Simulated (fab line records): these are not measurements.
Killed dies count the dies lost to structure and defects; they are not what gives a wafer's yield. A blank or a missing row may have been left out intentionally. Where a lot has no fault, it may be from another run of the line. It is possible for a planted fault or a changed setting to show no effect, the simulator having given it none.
Chamber matching	flow n5-finfet	N5_DUMMY_GATE_ETCH_32 on rie-si-06 has 4 sister chambers
The step etches SiO2 in CF4, target depth 3.5 nm, time 3.9 s. 8 wafers are shown with their chamber, then 12 later ones without.

== WAFERS PAIRED WITH THEIR CHAMBERS ==
wafer	chamber	throttle-valve-pct (%)	oes-product-au (a.u.)
L085.5	3	21.80	0.970
L086.4	1	22.04	1.019
L087.1	1	22.03	1.001
L087.2	2	21.46	1.042
L087.3	0	21.40	0.978
L088.1	2	21.45	1.039
L088.4	0	21.40	0.970
L088.6	3	21.83	0.974

== WAFERS WITHOUT THEIR CHAMBER ==
wafer	throttle-valve-pct (%)	oes-product-au (a.u.)
L089.1	21.81	0.973
L089.2	21.40	0.962
L089.3	21.45	1.037
L090.3	21.41	0.974
L090.4	21.45	1.043
L090.6	21.39	0.978
L091.2	21.39	0.963
L091.4	22.05	1.009
L091.6	21.45	1.031
L092.4	22.05	1.026
L092.5	21.42	0.989
L092.6	21.81	0.981

== WHICH CHAMBER EACH WENT THROUGH ==
wafer	from the rows above	in truth
L089.1	3	3
L089.2	0	0
L089.3	2	2
L090.3	0	0
L090.4	2	2
L090.6	0	0
L091.2	0	0
L091.4	1	1
L091.6	2	2
L092.4	1	1
L092.5	0	0
L092.6	3	3
Correctly placed: 12 of 12. Can't be placed from these rows: 0. Placed wrongly: 0.
How it was worked out, from the rows above alone: a wafer's distance from a chamber is the root of the sum, over the readings, of the square of ((its reading less the chamber's mean) divided by the reading's scatter). If the next closest chamber is less than 2 further off than the closest, the wafer can't be placed; otherwise it belongs to the closest. The mean given for a chamber averages the wafers shown for that chamber. The scatter: take each reading less its chamber's mean, square it, sum over the shown wafers, divide by the number of wafers less the number of chambers, and take the root.
